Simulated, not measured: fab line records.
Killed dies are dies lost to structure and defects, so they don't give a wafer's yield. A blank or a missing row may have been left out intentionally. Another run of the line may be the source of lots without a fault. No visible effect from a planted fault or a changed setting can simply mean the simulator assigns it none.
fab line records	flow n5-finfet
[record] lots = 7	wafers = 21
route steps=1938 shown SD_EPI_N@288 SD_EPI_P@321 SD_ACTIVATION@330 SDB@360 HKMG_FIN@396 MOL_CONTACT_COAG@537
start-h: hours from the record's first day to the start of the lot's first wafer shown	wait-h: time in hours since the lot's previous step	" same as the row above	L1.1+2: one row covering several wafers at once	- no value present, or no start provided	* or withheld: withheld	< > ~ a bound
route shown NAME@n: names a module that has steps shown in the file, with the first one's number in the route	usual: the fault-free wafers' mean and standard deviation	same: alike in all rows	chamber/n: place in a boat	sites: each site's reading	_std_site: how widely they spread, as a standard deviation	_edge_site: outer sites' mean less inner sites'	radius-mm: for every site, how far away it sits from the centre of the wafer	mask NAME#n: copy n	behind: the tool/chamber that last shaped the wafer	hold: cause of the lot's hold/its duration in hours/its outcome	device: whichever transistor did not switch (one of n, p or np)	end of line: tests of these same wafers at the route's end	for a step that has no rows: nothing shown but its recipe	killed: dies that structure and defects cost at the first sort, which is not the same as the wafer's yield	map: a wafer's dies, x killed, . not, _ none there
set.NAME: setting as actually run; set.NAME@STEP: the setting as run at that earlier step	model.NAME: the simulator's own value behind a step, which no gauge read
one table per step and one row per wafer, for lots whose settings were changed on purpose
[[steps]]
[step N5_SD_EPI_N_EPI_21]
[recipe] material = Si:P	dopant = P	temp-c = 680	pressure-torr = 255	time-s = 690
lot.wafer	tool	chamber	start-h	wait-h	set.temp-c	model.Si-P_of_SD_EPI_N_EPI_21.thk-nm
L078.3	epi-rpcvd-04	0	78.27	0.7	684.4	63.8
L078.4	"	0	"	"	680	60.2
L078.5	"	0	"	"	684.4	64.6
L079.1	epi-rpcvd-03	0	79.56	0.1	680	58.4
L079.4+6	"	0	"	"	680	58.8
L082.2	epi-rpcvd-04	0	104.82	0.5	680	59
L082.3	"	0	"	"	680	58.8
L082.6	"	0	106.31	1.9	682.2	61.4
L084.2	epi-rpcvd-02	0	118.27	0.4	680	59.8
L084.3	"	0	"	"	677.3	58
L084.5	"	0	"	"	677.3	57.2
L085.2	epi-rpcvd-02	0	127.79	0.4	682.2	62.4
L085.3	"	0	"	"	680	60.2
L085.6	"	0	"	"	682.2	63
L090.1	epi-rpcvd-02	0	146.96	0.1	676.6	55.4
L090.2	"	0	"	"	680	59.2
L090.4	"	0	"	"	676.6	56.2
L092.2	epi-rpcvd-02	0	158.13	0.4	680	59.8
L092.5+6	"	0	"	"	677.1	57.4
[step N5_SD_EPI_N_PRECLEAN_49]
[recipe] chemistry = NF3:NH3	afs-cycles = 1	temp-c = 30	time-s = 20	sublimation-temp-c = 180	sublimation-time-s = 60	pressure-torr = 3	rf-power-w = 30
lot.wafer	tool	chamber	start-h	wait-h	set.temp-c
L078.3+4+5	remote-plasma-02	0	79.59	0.1	30
L079.1+4+6	remote-plasma-02	1	81.38	0.0	30
L082.2+3+6	remote-plasma-01	0	106.85	0.1	27.33
L084.2+3	remote-plasma-01	0	119.87	0.1	33.68
L084.5	"	0	"	"	30
L085.2	remote-plasma-02	1	129.37	0.1	30
L085.3+6	"	1	"	"	28.07
L090.1	remote-plasma-02	0	148.81	0.0	27.58
L090.2+4	"	0	"	"	30
L092.2+6	remote-plasma-01	1	159.75	0.1	30
L092.5	"	1	"	"	31.97
[step N5_SD_EPI_N_LINER_46]
[recipe] material = SiNx	target-thk-a = 30	temp-c = 400	ald-precursor-family = SiH2I2	ald-co-reactant = N2/H2-plasma	pressure-torr = 2
[step N5_SD_EPI_P_EPI_21]
[recipe] material = SiGe:B	dopant = B	temp-c = 550	pressure-torr = 20	ambient = H2	time-s = 355
[step N5_SD_EPI_P_HM_STRIP_48]
[recipe] chemistry = H3PO4	temp-c = 160	material = SiNx	target = SiNx	target-depth-a = 30	overetch-fraction = 0.3
lot.wafer	tool	chamber	start-h	wait-h	set.temp-c@SD_EPI_N_EPI_21	model.Si-P_of_SD_EPI_N_EPI_21.thk-nm
L078.3	wet-bench-06	2	84.07	0.0	684.4	63
L078.4	"	0	"	"	680	59.6
L078.5	"	3	"	"	684.4	64
L079.1	wet-bench-05	5	86.33	0.0	680	57.8
L079.4	"	7	"	"	680	58.2
L079.6	"	1	"	"	680	58
L082.2	wet-bench-06	6	111.47	0.0	680	58.4
L082.3	"	3	"	"	680	58
L082.6	"	0	"	"	682.2	60.8
L084.2	wet-bench-06	0	124.31	0.0	680	59.2
L084.3	"	3	"	"	677.3	57.4
L084.5	"	7	"	"	677.3	56.6
L085.2	wet-bench-05	5	133.86	0.0	682.2	61.8
L085.3	"	4	"	"	680	59.6
L085.6	"	7	"	"	682.2	62.4
L090.1	wet-bench-05	0	156.17	0.0	676.6	54.8
L090.2	"	5	"	"	680	58.4
L090.4	"	2	"	"	676.6	55.6
L092.2	wet-bench-06	6	164.38	0.0	680	59.2
L092.5	"	3	"	"	677.1	56.6
L092.6	"	2	"	"	677.1	56.8
[step N5_SD_EPI_P_SRD_49]
[recipe] dry = ipa-marangoni	time-s = 30	temp-c = 23	rinse-liquid = diw
[step N5_SD_EPI_P_PRECLEAN_24]
[recipe] chemistry = O3/DIW	time-s = 45	temp-c = 22	o3-ppm = 10
[step N5_SD_ACTIVATION_RTA_00]
[recipe] temp-c = 975	time-s = 0	ambient = N2	idle-temp-c = 600	ramp-up-c-per-s = 150	ramp-down-c-per-s = 60	cool-to-c = 600
[step N5_SD_ACTIVATION_LSA_01]
[recipe] temp-c = 1080	time-s = 0.0008	ambient = N2
[step N5_SD_ACTIVATION_RS_MEAS_03]
[recipe] thk-meas-gauge = four-point-probe
[usual] RS_SD_N = 21.76/0.28	RS_SD_P = 55.8/0.72
lot.wafer	tool	chamber	start-h	wait-h	set.temp-c@SD_EPI_N_EPI_21	RS_SD_N[ohm/sq]	RS_SD_P[ohm/sq]
L078.3	film-metro-01	-	84.95	0.2	684.4	20.46	55.4
L078.4	"	-	"	"	680	21.28	55.5
L078.5	"	-	"	"	684.4	20.23	55.4
L079.1	film-metro-01	-	87.07	0.2	680	22.05	55.7
L079.4	"	-	"	"	680	21.90	56.1
L079.6	"	-	"	"	680	22.05	55.7
L082.2	film-metro-02	-	112.21	0.2	680	21.98	54.7
L082.3	"	-	"	"	680	22.20	54.7
L082.6	"	-	"	"	682.2	21.19	54.2
L084.2	film-metro-01	-	124.89	0.2	680	21.55	56.1
L084.3	"	-	"	"	677.3	22.11	56.3
L084.5	"	-	"	"	677.3	22.58	56.9
L085.2	film-metro-02	-	134.62	0.2	682.2	20.57	55.6
L085.3	"	-	"	"	680	21.59	55.3
L085.6	"	-	"	"	682.2	20.64	55.8
L090.1	film-metro-01	-	156.76	0.2	676.6	22.89	56.0
L090.2	"	-	"	"	680	21.88	56.5
L090.4	"	-	"	"	676.6	22.91	56.6
L092.2	film-metro-02	-	164.97	0.2	680	21.53	57.6
L092.5	"	-	"	"	677.1	22.48	56.6
L092.6	"	-	"	"	677.1	22.24	56.6
[step N5_SDB_ETCH_17]
[recipe] chemistry = CF4	target = SiARC	target-depth-a = 234	mask-material = CAR-ArF	time-s = 39	ion-energy-ev = 80	pressure-mtorr = 40	source-w = 545	bias-w = 36	Ar_flow_sccm = 100	cf4-flow-sccm = 100	ends = cleared
[usual] rf-vpp-V = 184.3/1.3
lot.wafer	tool	chamber	start-h	wait-h	set.bias-w	rf-vpp-V
L078.3	rie-diel-05	1	93.48	0.0	36	185.8
L078.4	"	2	"	"	36	183.2
L078.5	"	1	"	"	32.14	171.3
L079.1	rie-diel-01	2	94.64	0.0	36	185.2
L079.4	"	3	"	"	36	184.7
L079.6	"	3	"	"	36	185.0
L082.2	rie-diel-03	2	120.86	0.0	36	183.6
L082.3	"	1	"	"	36	183.8
L082.6	"	0	"	"	33.33	173.5
L084.2	rie-diel-03	0	132.69	0.0	36	182.9
L084.3	"	1	"	"	36	185.9
L084.5	"	1	"	"	33.21	177.9
L085.2	rie-diel-05	3	142.05	0.0	36	182.6
L085.3	"	1	"	"	36	184.1
L085.6	"	3	"	"	36	184.2
L090.1	rie-diel-03	3	164.01	0.0	36	184.4
L090.2	"	0	"	"	36	184.8
L090.4	"	2	"	"	36	185.0
L092.2	rie-diel-05	0	172.09	0.0	34.02	178.7
L092.5	"	2	"	"	34.02	177.0
L092.6	"	1	"	"	36	182.8
[step N5_SDB_STRIP_22]
[recipe] chemistry = N2/H2	power-w = 1000	temp-c = 250	h2-frac = 0.65	overash-fraction = 0.3	pressure-mtorr = withheld	n2-flow-sccm = 1750	h2-flow-sccm = 3250
[usual] oes-product-au = 0.716/0.0043	strip-time-to-endpoint-s = 96.3/0.32
lot.wafer	tool	chamber	start-h	wait-h	set.power-w	oes-product-au	strip-time-to-endpoint-s
L078.3	plasma-asher-02	1	93.80	0.1	1000	0.717	96.4
L078.4	"	0	"	"	1000	0.717	96.6
L078.5	"	1	"	"	1000	0.719	96.4
L079.1	plasma-asher-02	1	94.91	0.1	1000	0.717	96.2
L079.4	"	1	"	"	1000	0.722	96.6
L079.6	"	0	"	"	1000	0.724	96.6
L082.2	plasma-asher-01	0	121.13	0.1	934.4	0.699	99.4
L082.3	"	1	"	"	1000	0.715	96.4
L082.6	"	1	"	"	934.4	0.702	99.2
L084.2	plasma-asher-02	0	133.32	0.4	1000	0.714	95.4
L084.3	"	1	"	"	1093	0.723	91.9
L084.5	"	1	"	"	1000	0.718	95.9
L085.2	plasma-asher-02	0	142.32	0.1	1000	0.715	96.5
L085.3	"	1	"	"	1000	0.716	95.9
L085.6	"	1	"	"	1000	0.712	96.6
L090.1	plasma-asher-01	1	164.29	0.1	1000	0.719	96.3
L090.2	"	0	"	"	823.6	0.681	104.5
L090.4	"	1	"	"	1000	0.720	96.3
L092.2	plasma-asher-02	0	172.36	0.1	1000	0.721	96.4
L092.5	"	1	"	"	1000	0.711	96.6
L092.6	"	0	"	"	1000	0.712	96.7
[step N5_HKMG_FIN_PEB_47]
[recipe] peb-temp-c = withheld	peb-time-s = 60	resist = CAR-ArF
lot.wafer	tool	chamber	start-h	wait-h	set.peb-time-s
L078.3+5	litho-track-01	0	99.62	0.0	68.2
L078.4	"	0	"	"	60
L079.1+4+6	litho-track-04	0	103.31	0.1	60
L082.2	litho-track-05	0	126.14	0.1	60
L082.3+6	"	0	"	"	47.83
L084.2+3+5	litho-track-05	0	138.74	0.0	60
L085.2	litho-track-04	0	147.40	0.0	60
L085.3+6	"	0	"	"	49.9
L090.1+4	litho-track-01	0	169.42	0.1	60
L090.2	"	0	"	"	65.16
L092.2+5+6	litho-track-01	0	177.83	0.0	60
[step N5_HKMG_FIN_DEVELOP_48]
[recipe] develop-time-s = 30	developer = TMAH	resist = CAR-ArF	rinse-liquid = diw	dry = air-spin	dev-temp-c = 23
[step N5_HKMG_FIN_CD_MEAS_49]
[recipe] target-cd-nm = 202	landing-energy-ev = 500	detector = se-inlens	polarity = opening
[usual] cd-nm = 202.0/0.65
lot.wafer	tool	chamber	start-h	wait-h	set.peb-time-s@HKMG_FIN_PEB_47	cd-nm
L078.3	cd-sem-02	0	99.69	-	68.2	205.4
L078.4	"	0	"	"	60	201.8
L078.5	"	0	"	"	68.2	206.1
L079.1	cd-sem-02	0	103.37	-	60	202.0
L079.4	"	0	"	"	60	202.2
L079.6	"	0	"	"	60	201.9
L082.2	cd-sem-03	0	126.21	-	60	202.2
L082.3	"	0	"	"	47.83	195.1
L082.6	"	0	"	"	47.83	194.3
L084.2	cd-sem-03	0	138.81	-	60	201.9
L084.3	"	0	"	"	60	202.6
L084.5	"	0	"	"	60	203.5
L085.2	cd-sem-02	0	147.47	-	60	202.1
L085.3	"	0	"	"	49.9	196.3
L085.6	"	0	"	"	49.9	195.6
L090.1	cd-sem-01	0	169.48	-	60	202.5
L090.2	"	0	"	"	65.16	204.4
L090.4	"	0	"	"	60	202.4
L092.2	cd-sem-01	0	177.90	-	60	203.0
L092.5	"	0	"	"	60	203.7
L092.6	"	0	"	"	60	203.4
[step N5_HKMG_FIN_DESCUM_53]
[recipe] chemistry = O2	time-s = 7.9	source-power-w = 50	bias-power-w = 20	pressure-mtorr = 20	rf-frequency-hz = 2.712e+07	temp-c = 40	resist = CAR-ArF	o2-flow-sccm = 225
[step N5_HKMG_FIN_ETCH_54]
[recipe] chemistry = CF4	target = SiARC	target-depth-a = 455	mask-material = CAR-ArF	time-s = 75.8	ion-energy-ev = 80	pressure-mtorr = 40	source-w = 545	bias-w = 36	Ar_flow_sccm = 100	cf4-flow-sccm = 100	ends = cleared
lot.wafer	tool	chamber	start-h	wait-h	set.peb-time-s@HKMG_FIN_PEB_47	model.HKMG_FIN.cd-offset-nm
L078.3	rie-diel-01	0	100.24	0.0	68.2	3.6
L078.4	"	1	"	"	60	0.2
L078.5	"	0	"	"	68.2	4
L079.1+6	rie-diel-01	1,3	103.65	0.0	60	-0.2
L079.4	"	1	"	"	60	0.2
L082.2	rie-diel-03	2	126.33	0.0	60	0.2
L082.3	"	0	"	"	47.83	-6.8
L082.6	"	2	"	"	47.83	-7.8
L084.2	rie-diel-05	1	138.93	0.0	60	-0.4
L084.3	"	2	"	"	60	0.4
L084.5	"	0	"	"	60	1.4
L085.2	rie-diel-05	2	147.59	0.0	60	0
L085.3	"	0	"	"	49.9	-5.8
L085.6	"	1	"	"	49.9	-6.4
L090.1	rie-diel-05	0	169.61	0.0	60	0.6
L090.2	"	2	"	"	65.16	3
L090.4	"	3	"	"	60	0.8
L092.2	rie-diel-05	0	178.02	0.0	60	0.8
L092.5	"	0	"	"	60	1.6
L092.6	"	3	"	"	60	1.4
[step N5_HKMG_FIN_ETCH_55]
[recipe] chemistry = N2/H2	target = SOC	target-depth-a = 2400	temp-c = 40	time-s = 300	ion-energy-ev = 200	mask-material = SiARC	pressure-mtorr = 30	source-w = 840	bias-w = 150	n2-flow-sccm = 200	h2-flow-sccm = 200
[usual] rf-vpp-V = 524.8/2.5
lot.wafer	tool	chamber	start-h	wait-h	set.bias-w	set.peb-time-s@HKMG_FIN_PEB_47	rf-vpp-V	model.HKMG_FIN.cd-offset-nm	model.HKMG_FIN.feature-depth-nm	model.etch.depth-nm
L078.3	rie-diel-01	0	100.30	0.0	150	68.2	526.2	3.6	233	232.9
L078.4	"	1	"	"	174.9	60	573.8	0	251.8	251.8
L078.5	"	0	"	"	174.9	68.2	580.4	3.6	251.8	251.8
L079.1	rie-diel-01	1	103.70	0.0	150	60	521.0	0	230.6	230.5
L079.4	"	1	"	"	150	60	522.1	0	233	232.9
L079.6	"	3	"	"	150	60	528.3	-0.2	235.6	235.5
L082.2	rie-diel-03	2	126.39	0.0	162.3	60	552.7	-0.4	244	244
L082.3	"	0	"	"	150	47.83	522.6	-6.6	245	245
L082.6	"	2	"	"	162.3	47.83	553.6	-8.2	245	245
L084.2	rie-diel-05	1	138.99	0.0	131.8	60	482.2	-0.4	227.4	227.4
L084.3	"	2	"	"	150	60	523.3	0.2	234.8	234.8
L084.5	"	0	"	"	150	60	527.1	1	234.6	234.6
L085.2	rie-diel-05	2	147.65	0.0	124.5	60	465.8	0	213.8	213.8
L085.3	"	0	"	"	150	49.9	526.5	-5.6	232.8	232.7
L085.6	"	1	"	"	124.5	49.9	464.6	-6.6	219	219
L090.1	rie-diel-05	0	169.66	0.0	150	60	526.3	0.4	231.4	231.4
L090.2	"	2	"	"	161.5	65.16	548.8	2.8	243	243.1
L090.4	"	3	"	"	161.5	60	549.3	0.6	241.8	241.7
L092.2	rie-diel-05	0	178.08	0.0	141.6	60	506.7	0.4	222.2	222.2
L092.5	"	0	"	"	150	60	525.9	1.4	229	229
L092.6	"	3	"	"	141.6	60	504.1	0.8	222	222
[step N5_HKMG_FIN_STRIP_56]
[recipe] chemistry = N2/H2	temp-c = 40	n2-flow-sccm = 200	h2-flow-sccm = 200	rf-frequency-hz = 6e+07
[step N5_HKMG_FIN_STRIP_57]
[recipe] chemistry = CF4	resist = SiARC	power-w = 300	bias-power-w = 75	pressure-mtorr = 50	cf4-flow-sccm = 150	rf-frequency-hz = 6e+07
[step N5_HKMG_FIN_ETCH_58]
[recipe] chemistry = N2/H2	target = SOC	target-depth-a = 2158	ion-energy-ev = 50	bias-w = 13	time-s = 741	pressure-mtorr = 30	source-w = 875	n2-flow-sccm = 200	h2-flow-sccm = 200
lot.wafer	tool	chamber	start-h	wait-h	set.peb-time-s@HKMG_FIN_PEB_47	model.HKMG_FIN.cd-offset-nm
L078.3	rie-diel-01	0	100.51	0.0	68.2	3.6
L078.4	"	1	"	"	60	0
L078.5	"	0	"	"	68.2	3.4
L079.1	rie-diel-01	1	103.91	0.0	60	0
L079.4+6	"	1,3	"	"	60	0.2
L082.2	rie-diel-03	2	126.60	0.0	60	-0.6
L082.3	"	0	"	"	47.83	-6.2
L082.6	"	2	"	"	47.83	-8.2
L084.2	rie-diel-05	1	139.20	0.0	60	-0.4
L084.3	"	2	"	"	60	-0.2
L084.5	"	0	"	"	60	1.4
L085.2	rie-diel-05	2	147.86	0.0	60	0
L085.3	"	0	"	"	49.9	-5.6
L085.6	"	1	"	"	49.9	-6.6
L090.1	rie-diel-05	0	169.87	0.0	60	0.6
L090.2	"	2	"	"	65.16	3
L090.4	"	3	"	"	60	0.4
L092.2	rie-diel-05	0	178.29	0.0	60	0.6
L092.5	"	0	"	"	60	1.4
L092.6	"	3	"	"	60	0.8
[step N5_HKMG_FIN_DESCUM_17]
[recipe] chemistry = O2	time-s = 7.9	source-power-w = 50	bias-power-w = 20	pressure-mtorr = 20	rf-frequency-hz = 2.712e+07	temp-c = 40	resist = CAR-ArF	o2-flow-sccm = 225
lot.wafer	tool	chamber	start-h	wait-h	set.time-s	model.CAR-ArF_of_HKMG_FIN_COAT_06.thk-nm
L078.3+4+5	rie-diel-05	1,0,0	103.66	0.1	7.198	83.6
L079.1+4+6	rie-diel-05	3,0,0	107.68	0.9	7.9	83.6
L082.2+3	rie-diel-05	0,1	130.05	0.4	7.9	83.2
L082.6	"	1	"	"	8.607	82.6
L084.2	rie-diel-05	0	142.45	0.1	9.641	82.4
L084.3+5	"	1	"	"	7.9	83.4
L085.2	rie-diel-05	0	150.93	0.0	7.9	83.4
L085.3	"	3	"	"	9.6	82.4
L085.6	"	2	"	"	7.9	83.6
L090.1+4	rie-diel-03	1,0	173.16	0.0	7.9	83.4
L090.2	"	2	"	"	7.9	83.2
L092.2+6	rie-diel-01	1,3	181.44	0.0	8.89	83
L092.5	"	2	"	"	7.9	83.6
[step N5_HKMG_FIN_ETCH_31]
[recipe] chemistry = CF4	target = SiARC	target-depth-a = 455	mask-material = CAR-ArF	time-s = 75.8	ion-energy-ev = 80	pressure-mtorr = 40	source-w = 545	bias-w = 36	Ar_flow_sccm = 100	cf4-flow-sccm = 100	ends = cleared
lot.wafer	tool	chamber	start-h	wait-h	set.time-s@HKMG_FIN_DESCUM_17	model.CAR-ArF_of_HKMG_FIN_COAT_06.thk-nm
L078.3+5	rie-diel-05	1,0	103.69	0.0	7.198	51
L078.4	"	0	"	"	7.198	50.8
L079.1+4+6	rie-diel-05	3,0,0	107.72	0.0	7.9	51
L082.2	rie-diel-05	0	130.09	0.0	7.9	50.8
L082.3	"	1	"	"	7.9	50.6
L082.6	"	1	"	"	8.607	50
L084.2	rie-diel-05	0	142.49	0.0	9.641	49.8
L084.3+5	"	1	"	"	7.9	50.8
L085.2+6	rie-diel-05	0,2	150.96	0.0	7.9	51
L085.3	"	3	"	"	9.6	50
L090.1+4	rie-diel-03	1,0	173.20	0.0	7.9	50.8
L090.2	"	2	"	"	7.9	50.6
L092.2+6	rie-diel-01	1,3	181.47	0.0	8.89	50.4
L092.5	"	2	"	"	7.9	51.2
[step N5_MOL_CONTACT_COAG_ETCH_15]
[recipe] chemistry = CH3F/O2	target = SiNx	target-depth-a = 70	mask-material = SOC	stop-on = Si:P	over-etch-frac = 0.75	ion-energy-ev = 120	pressure-mtorr = 30	source-w = 395	bias-w = 73	Ar_flow_sccm = 150	CH3F_flow_sccm = 30	O2_flow_sccm = 20
[usual] rf-vpp-V = 295.5/2.3
lot.wafer	tool	chamber	start-h	wait-h	set.source-w	rf-vpp-V
L078.3	rie-diel-05	3	116.00	0.0	395	292.8
L078.4	"	0	"	"	395	296.3
L078.5	"	0	"	"	395	296.4
L079.1	rie-diel-05	0	121.84	0.0	395	296.7
L079.4	"	3	"	"	395	293.8
L079.6	"	2	"	"	395	292.9
L082.2	rie-diel-05	3	143.44	0.0	449.5	277.0
L082.3	"	0	"	"	395	295.9
L082.6	"	1	"	"	449.5	275.8
L084.2	rie-diel-01	2	156.13	0.0	426.1	288.6
L084.3	"	3	"	"	395	297.9
L084.5	"	3	"	"	426.1	288.3
L085.2	rie-diel-05	0	163.39	0.0	441.7	280.0
L085.3	"	1	"	"	395	294.0
L085.6	"	3	"	"	441.7	279.7
L090.1	rie-diel-03	1	186.17	0.0	395	297.3
L090.2	"	3	"	"	358.7	308.8
L090.4	"	0	"	"	358.7	305.7
L092.2	rie-diel-05	0	194.67	0.0	395	297.7
L092.5	"	3	"	"	395	295.2
L092.6	"	2	"	"	395	292.5
[step N5_MOL_CONTACT_COAG_ALD_20]
[recipe] material = TiN	target-thk-a = 15	temp-c = 400	ald-precursor-family = TiCl4	ald-co-reactant = NH3	pulse-time-s = 1	purge-time-s = 3	co-reactant-purge-time-s = 2	co-reactant-pulse-time-s = 2	ald-cycles = 68	pressure-torr = 3
lot.wafer	tool	chamber	start-h	wait-h	set.ald-cycles	model.TiN_of_MOL_CONTACT_COAG_ALD_20.thk-nm
L078.3	ald-metal-04	3	116.77	0.1	72	1.6
L078.4	"	0	"	"	68	1.4
L078.5	"	3	"	"	68	1.6
L079.1+4+6	ald-metal-03	0,3,0	123.24	0.1	68	1.6
L082.2+6	ald-metal-03	0,1	144.40	0.1	79	1.8
L082.3	"	1	"	"	68	1.4
L084.2+5	ald-metal-04	3,0	156.89	0.1	68	1.4
L084.3	"	2	"	"	74	1.6
L085.2	ald-metal-03	3	164.82	0.1	59	1.2
L085.3	"	0	"	"	68	1.6
L085.6	"	0	"	"	68	1.4
L090.1+4	ald-metal-01	1,0	186.96	0.1	68	1.4
L090.2	"	2	"	"	68	1.6
L092.2+5	ald-metal-01	0,3	196.40	0.1	75	1.6
L092.6	"	2	"	"	68	1.4
[step N5_MOL_CONTACT_COAG_ALD_123]
[recipe] material = SiNx	target-thk-a = 50	temp-c = 400	ald-precursor-family = SiH2I2	ald-co-reactant = N2/H2-plasma	pulse-time-s = 1	purge-time-s = 2	co-reactant-purge-time-s = 2	ald-cycles = 100	pressure-torr = 2
lot.wafer	tool	chamber	start-h	wait-h	set.ald-cycles	model.SiNx_of_MOL_CONTACT_COAG_ALD_123.thk-nm
L078.3+5	ald-sin-03	0,3	124.33	0.3	100	5
L078.4	"	2	"	"	92	4.6
L079.1+4+6	ald-sin-02	3,2,3	129.56	0.0	100	5
L082.2+6	ald-sin-02	2	152.81	0.8	91	4.6
L082.3	"	3	"	"	100	5
L084.2+3	ald-sin-03	0,1	164.88	0.0	100	5
L084.5	"	1	"	"	108	5.4
L085.2+6	ald-sin-02	0,1	174.32	0.5	91	4.6
L085.3	"	2	"	"	100	5
L090.1+2+4	ald-sin-02	2,1,3	194.20	0.4	100	5
L092.2+5+6	ald-sin-03	2,2,3	203.70	0.0	100	5
[[key]]
[split] step = N5_SD_EPI_N_EPI_21	setting = temp-c	stated = 680	by = wafer
[response] step = N5_SD_EPI_N_EPI_21	reading = model.Si-P_of_SD_EPI_N_EPI_21.thk-nm	change = +6.41	per = 1%	r = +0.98
[response] step = N5_SD_EPI_P_HM_STRIP_48	reading = model.Si-P_of_SD_EPI_N_EPI_21.thk-nm	change = +6.33	per = 1%	r = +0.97
[response] step = N5_SD_ACTIVATION_RS_MEAS_03	reading = RS_SD_N	change = -1.97	per = 1%	r = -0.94
[split] step = N5_SD_EPI_N_PRECLEAN_49	setting = temp-c	stated = 30	by = wafer
response none clear
[split] step = N5_SDB_ETCH_17	setting = bias-w	stated = 36	by = wafer
[response] step = N5_SDB_ETCH_17	reading = rf-vpp-V	change = +1.13	per = 1%	r = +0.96
[split] step = N5_SDB_STRIP_22	setting = power-w	stated = 1000	by = wafer
[response] step = N5_SDB_STRIP_22	reading = oes-product-au	change = +0.00189	per = 1%	r = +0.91
[response] step = N5_SDB_STRIP_22	reading = strip-time-to-endpoint-s	change = *	per = 1%	r = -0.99
[split] step = N5_HKMG_FIN_PEB_47	setting = peb-time-s	stated = 60	by = wafer
[response] step = N5_HKMG_FIN_CD_MEAS_49	reading = cd-nm	change = +0.342	per = 1%	r = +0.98
[response] step = N5_HKMG_FIN_ETCH_54	reading = model.HKMG_FIN.cd-offset-nm	change = +0.339	per = 1%	r = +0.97
[response] step = N5_HKMG_FIN_ETCH_55	reading = model.HKMG_FIN.cd-offset-nm	change = +0.328	per = 1%	r = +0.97
[response] step = N5_HKMG_FIN_ETCH_58	reading = model.HKMG_FIN.cd-offset-nm	change = +0.32	per = 1%	r = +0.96
[split] step = N5_HKMG_FIN_ETCH_55	setting = bias-w	stated = 150	by = wafer
[response] step = N5_HKMG_FIN_ETCH_55	reading = rf-vpp-V	change = +3.39	per = 1%	r = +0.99
[response] step = N5_HKMG_FIN_ETCH_55	reading = model.HKMG_FIN.feature-depth-nm	change = +0.919	per = 1%	r = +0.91
[response] step = N5_HKMG_FIN_ETCH_55	reading = model.etch.depth-nm	change = +0.918	per = 1%	r = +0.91
[split] step = N5_HKMG_FIN_DESCUM_17	setting = time-s	stated = 7.9	by = wafer
[response] step = N5_HKMG_FIN_DESCUM_17	reading = model.CAR-ArF_of_HKMG_FIN_COAT_06.thk-nm	change = -0.0494	per = 1%	r = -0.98
[response] step = N5_HKMG_FIN_ETCH_31	reading = model.CAR-ArF_of_HKMG_FIN_COAT_06.thk-nm	change = -0.0505	per = 1%	r = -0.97
[split] step = N5_MOL_CONTACT_COAG_ETCH_15	setting = source-w	stated = 395	by = wafer
[response] step = N5_MOL_CONTACT_COAG_ETCH_15	reading = rf-vpp-V	change = -1.26	per = 1%	r = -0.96
[split] step = N5_MOL_CONTACT_COAG_ALD_20	setting = ald-cycles	stated = 68	by = wafer
[response] step = N5_MOL_CONTACT_COAG_ALD_20	reading = model.TiN_of_MOL_CONTACT_COAG_ALD_20.thk-nm	change = +0.0227	per = 1%	r = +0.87
[split] step = N5_MOL_CONTACT_COAG_ALD_123	setting = ald-cycles	stated = 100	by = wafer
[response] step = N5_MOL_CONTACT_COAG_ALD_123	reading = model.SiNx_of_MOL_CONTACT_COAG_ALD_123.thk-nm	change = +0.0469	per = 1%	r = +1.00
